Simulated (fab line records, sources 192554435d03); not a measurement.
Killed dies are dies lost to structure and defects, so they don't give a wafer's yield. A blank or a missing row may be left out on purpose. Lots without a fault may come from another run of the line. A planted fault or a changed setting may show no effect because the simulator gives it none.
fab line records | flow n5_finfet | part 2 of 2: steps 22 to 28 of 28
record lots=5 wafers=15 last_day=15
route steps=1938 shown BEOL_M7@1329 BEOL_M8@1332
lots that met no fault: from a run of the same line without faults
start_h: hours from the record's first day to the start of the lot's first wafer shown | wait_h: hours since the lot's step before | " the same as in the row above | L1.1+2: a row that stands for several wafers | - no value, or no start given | * or withheld: withheld | < > ~ a bound
route shown NAME@n: a module of which the file shows steps, and the number in the route of the first | usual: mean/standard deviation of fault-free wafers | same: alike in all rows | chamber/n: place in a boat | sites: the reading at each site | _std_site: their standard deviation | _edge_site: outer sites' mean less inner sites' | radius_mm: how far each site lies from the wafer's centre | mask NAME#n: copy n | behind: the tool/chamber that last shaped the wafer | hold: why the lot was held/for how many hours/how that ended | device: the transistor (n, p or np) that didn't switch | end of line: the same wafers' tests at the end of the route | a step without rows: its recipe alone | killed: dies lost to structure and defects at the first sort, not the wafer's yield | map: a wafer's dies, x killed, . not, _ none there
set.NAME: the setting as run; set.NAME@STEP: as run at that earlier step | model.NAME: the simulator's own value behind a step, which no gauge read
lots at some steps of the route; a table a step, a row a wafer
services: from which hour (start_h, from the record's first day; less than 0 if before it) a tool's chamber was out of use, for how many hours, and why
## steps
# step N5_BEOL_M8_ETCH_62
# recipe chemistry=N2/H2 target=SOC target_depth_a=1100 overetch_a=220 mask_material=SiARC temp_c=40 time_s=165 ion_energy_ev=200 pressure_mtorr=30 source_w=840 bias_w=150 n2_flow_sccm=200 h2_flow_sccm=200
# usual bias_w=150.0/0.45 drypump_motor_current_A=5.5/0.53 oes_product_au=0.71/0.07 rf_vpp_V=523.4/1.7 showerhead_plenum_p_Torr=2.52/0.067 throttle_valve_pct=17.81/0.17
# columns lot.wafer tool chamber start_h wait_h bias_w drypump_motor_current_A oes_product_au rf_hours_counter_h rf_vpp_V showerhead_plenum_p_Torr throttle_valve_pct
L076.1 rie_diel-05 3 211.31 0.0 150.2 6.1 0.60 210 523.0 2.53 18.15
L076.2 " 0 " " 150.7 5.9 0.72 55 522.1 2.46 17.69
L076.5 " 1 " " 150.3 5.0 0.72 - 524.9 2.58 17.65
L077.1 rie_diel-06 1 213.61 0.0 149.8 5.9 0.57 246 524.4 2.47 18.04
L077.3 " 2 " " 149.3 4.7 0.80 8 521.3 2.48 17.65
L077.5 " 1 " " 150.2 5.9 0.57 - 522.3 2.47 18.05
L074.2 rie_diel-05 0 224.96 0.0 150.2 5.9 0.71 60 521.2 2.45 17.68
L074.4 " 3 " " 150.5 6.1 0.60 - 523.2 2.53 18.18
L074.6 " 1 " " 150.9 5.1 0.71 - 525.9 2.58 17.64
L082.1 rie_diel-05 0 248.36 0.0 150.1 5.9 0.70 71 522.5 2.45 17.70
L082.3 " 1 " " 150.1 5.1 0.69 61 525.6 2.57 17.67
L082.6 " 3 " " 149.8 6.1 0.59 - 523.1 2.52 18.18
L087.2 rie_diel-03 2 283.62 0.0 149.4 5.8 0.71 82 524.4 2.59 17.98
L087.3 " 3 " " 150.2 5.5 0.76 24 525.4 2.62 17.99
L087.4 " 2 " " 150.7 5.8 0.71 - 524.4 2.59 17.98
# step N5_BEOL_M8_STRIP_68
# recipe chemistry=N2/H2 temp_c=40 n2_flow_sccm=200 h2_flow_sccm=200 rf_frequency_hz=6e+07
# columns lot.wafer tool chamber start_h wait_h
L076.1+2+5 rie_diel-05 3,0,1 211.45 0.1
L077.1+3+5 rie_diel-06 1,2,1 213.74 0.1
L074.2+4+6 rie_diel-05 0,3,1 225.10 0.1
L082.1+3+6 rie_diel-05 0,1,3 248.50 0.1
L087.2+3+4 rie_diel-03 2,3,2 283.75 0.1
# step N5_BEOL_M8_STRIP_67
# recipe chemistry=CF4 resist=SiARC power_w=300 bias_power_w=75 pressure_mtorr=50 cf4_flow_sccm=150 rf_frequency_hz=6e+07
# usual drypump_motor_current_A=5.5/0.52 oes_product_au=0.84/0.083 rf_vpp_V=270.9/1.1 showerhead_plenum_p_Torr=1.78/0.035 throttle_valve_pct=13.55/0.2
# columns lot.wafer tool chamber start_h wait_h drypump_motor_current_A oes_product_au rf_hours_counter_h rf_vpp_V showerhead_plenum_p_Torr throttle_valve_pct
L076.1 rie_diel-05 3 211.46 0.0 6.1 0.71 210 271.5 1.78 13.87
L076.2 " 0 " " 5.9 0.85 55 270.3 1.76 13.63
L076.5 " 1 " " 5.1 0.84 - 272.8 1.82 13.38
L077.1 rie_diel-06 1 213.75 0.0 5.9 0.67 246 271.8 1.77 14.02
L077.3 " 2 " " 4.7 0.94 8 270.1 1.78 13.50
L077.5 " 1 " " 5.9 0.68 - 270.5 1.77 14.01
L074.2 rie_diel-05 0 225.11 0.0 5.9 0.84 60 270.5 1.75 13.64
L074.4 " 3 " " 6.1 0.71 - 269.3 1.78 13.85
L074.6 " 1 " " 5.1 0.84 - 273.3 1.82 13.35
L082.1 rie_diel-05 0 248.51 0.0 5.9 0.83 71 271.4 1.75 13.66
L082.3 " 1 " " 5.0 0.82 61 270.9 1.81 13.40
L082.6 " 3 " " 6.1 0.70 - 271.8 1.78 13.89
L087.2 rie_diel-03 2 283.76 0.0 5.8 0.84 82 271.6 1.79 13.28
L087.3 " 3 " " 5.5 0.89 24 272.6 1.84 13.50
L087.4 " 2 " " 5.8 0.84 - 270.6 1.79 13.25
# step N5_BEOL_M8_HM_OPEN_17
# recipe chemistry=Cl2/BCl3 target_depth_a=200 overetch_a=60 target=TiN mask_material=SOC ion_energy_ev=150 pressure_mtorr=10 icp_w=1000 bias_w=126 Cl2_flow_sccm=53.25 bcl3_flow_sccm=21.75 Ar_flow_sccm=25
# usual bias_w=125.9/0.38 drypump_motor_current_A=5.84/0.21 he_backside_leak_sccm=3.4/0.33 mfc_ar_sccm=25.01/0.073 oes_product_au=0.67/0.035 throttle_valve_pct=22.2/0.38
# columns lot.wafer tool chamber start_h wait_h bias_w drypump_motor_current_A he_backside_leak_sccm mfc_ar_sccm oes_product_au rf_hours_counter_h throttle_valve_pct
L076.1 rie_metal-03 1 211.50 0.0 125.8 5.83 3.4 25.07 0.68 39 22.3
L076.2 " 0 " " 125.2 5.82 3.5 24.96 0.64 55 22.0
L076.5 " 1 " " 125.9 5.83 3.4 25.04 0.68 - 22.3
L077.1 rie_metal-02 1 213.79 0.0 125.7 5.92 3.2 25.00 0.67 34 22.8
L077.3 " 0 " " 125.7 6.00 3.1 25.02 0.73 - 21.9
L077.5 " 0 " " 125.7 6.02 3.2 25.00 0.73 - 21.9
L074.2 rie_metal-02 0 225.15 0.0 125.4 6.01 3.5 24.90 0.74 12 21.9
L074.4 " 1 " " 126.8 5.89 3.3 25.07 0.69 - 22.8
L074.6 " 1 " " 126.3 5.87 3.6 25.08 0.68 - 22.8
L082.1 rie_metal-03 0 248.55 0.0 125.8 5.78 3.2 25.00 0.64 59 22.0
L082.3 " 0 " " 126.1 5.83 3.2 25.13 0.63 - 22.1
L082.6 " 1 " " 126.5 5.83 3.2 25.15 0.68 - 22.3
L087.2 rie_metal-02 0 283.81 0.0 126.2 6.00 3.3 25.03 0.71 17 21.9
L087.3 " 0 " " 125.9 6.01 3.2 25.10 0.72 - 21.9
L087.4 " 1 " " 126.0 5.86 3.4 24.90 0.66 - 22.8
# step N5_BEOL_M8_STRIP_19
# recipe chemistry=O2 power_w=400 temp_c=40 pressure_mtorr=30 rf_frequency_hz=6e+07 bias_power_w=0 overash_fraction=0.2 o2_flow_sccm=225
# usual drypump_motor_current_A=5.5/0.53 oes_product_au=0.83/0.089 rf_vpp_V=3.7/0.64 showerhead_plenum_p_Torr=2.09/0.051 throttle_valve_pct=16.70/0.19
# columns lot.wafer tool chamber start_h wait_h drypump_motor_current_A oes_product_au rf_hours_counter_h rf_vpp_V showerhead_plenum_p_Torr throttle_valve_pct
L076.1 rie_diel-06 0 211.61 0.1 5.2 0.86 49 4.3 2.12 16.28
L076.2 " 1 " " 5.9 0.66 245 2.2 2.06 17.05
L076.5 " 2 " " 4.7 0.94 - 3.5 2.08 16.67
L077.1 rie_diel-06 0 213.90 0.1 5.3 0.87 49 2.9 2.12 16.29
L077.3 " 2 " " 4.7 0.95 8 2.7 2.08 16.67
L077.5 " 1 " " 5.8 0.67 - 4.6 2.06 17.05
L074.2 rie_diel-03 3 225.27 0.1 5.5 0.98 0 3.2 2.16 16.60
L074.4 " 3 " " 5.5 0.98 - 4.1 2.16 16.58
L074.6 " 1 " " 5.9 0.90 - 3.1 2.06 16.62
L082.1 rie_diel-03 0 248.69 0.1 6.3 0.94 27 3.2 2.05 16.66
L082.3 " 3 " " 5.5 0.92 11 4.3 2.15 16.64
L082.6 " 1 " " 5.9 0.87 - 3.4 2.05 16.63
L087.2 rie_diel-03 2 283.92 0.1 5.8 0.84 82 2.9 2.14 16.62
L087.3 " 0 " " 6.3 0.90 40 3.5 2.04 16.65
L087.4 " 3 " " 5.5 0.89 - 3.6 2.15 16.63
# step N5_BEOL_M8_CD_MEAS_18
# recipe pitch_nm=80 target_cd_nm=40
# usual cd_nm=39.6/0.72
# columns lot.wafer tool chamber start_h wait_h cd_nm
L076.1 cd_sem-03 - 211.68 0.0 39.7
L076.2 " - " " 38.9
L076.5 " - " " 39.3
L077.1 cd_sem-03 - 213.97 0.0 38.1
L077.3 " - " " 39.9
L077.5 " - " " 39.4
L074.2 cd_sem-01 - 225.34 0.1 39.7
L074.4 " - " " 38.9
L074.6 " - " " 40.5
L082.1 cd_sem-02 - 248.76 0.0 39.8
L082.3 " - " " 39.7
L082.6 " - " " 39.4
L087.2 cd_sem-03 - 283.99 0.1 39.6
L087.3 " - " " 38.5
L087.4 " - " " 39.8
# step N5_BEOL_M8_COAT_63
# recipe resist=SOC temp_c=250 time_s=60 spin_rpm=1500 resist_thk_nm=60
# usual chill_plate_temp_C=23.00/0.1
# columns lot.wafer tool chamber start_h wait_h chill_plate_temp_C
L076.1 litho_track-04 0 212.19 0.5 23.11
L076.2 " 0 " " 23.20
L076.5 " 0 " " 23.15
L077.1 litho_track-01 0 214.18 0.2 23.01
L077.3 " 0 " " 23.31
L077.5 " 0 " " 23.01
L074.2 litho_track-04 0 225.38 0.0 22.82
L074.4 " 0 " " 23.09
L074.6 " 0 " " 22.86
L082.1 litho_track-04 0 248.83 0.1 23.02
L082.3 " 0 " " 22.97
L082.6 " 0 " " 23.06
L087.2 litho_track-04 0 284.89 0.9 23.01
L087.3 " 0 " " 23.01
L087.4 " 0 " " 23.11
## services
# columns tool chamber start_h hours kind
arfi_scanner-03 - 184.85 0.8 pm
arfi_scanner-01 - 191.63 1.3 pm
rie_diel-03 3 205.74 - clean
rie_diel-03 3 205.74 - consumable_replace:focus_ring
rie_diel-03 3 205.74 18.8 scheduled_down
rie_diel-03 3 205.74 18.8 vent_cycle
pecvd-03 - 205.77 3.3 repair
arfi_scanner-03 - 209.84 1.0 pm
arfi_scanner-03 - 214.36 0.8 pm
uv_cure-02 - 215.01 1.0 pm
rie_diel-03 0 218.61 7.7 repair
rie_diel-06 - 223.44 14.6 pm
pecvd-01 - 227.49 1.4 repair
arfi_scanner-01 - 228.43 1.0 pm
rie_diel-05 - 229.22 0.1 repair
rie_diel-06 1 242.74 - clean
litho_track-03 - 246.46 - consumable_replace:filter
pecvd-04 0 247.73 2.1 scheduled_down
arfi_scanner-03 - 248.26 1.3 pm
litho_track-01 - 253.55 - consumable_replace:filter
litho_track-04 - 260.47 - consumable_replace:filter
pecvd-02 2 262.76 15.1 repair
arfi_scanner-03 - 264.81 1.6 repair
pecvd-02 - 268.90 14.6 pm
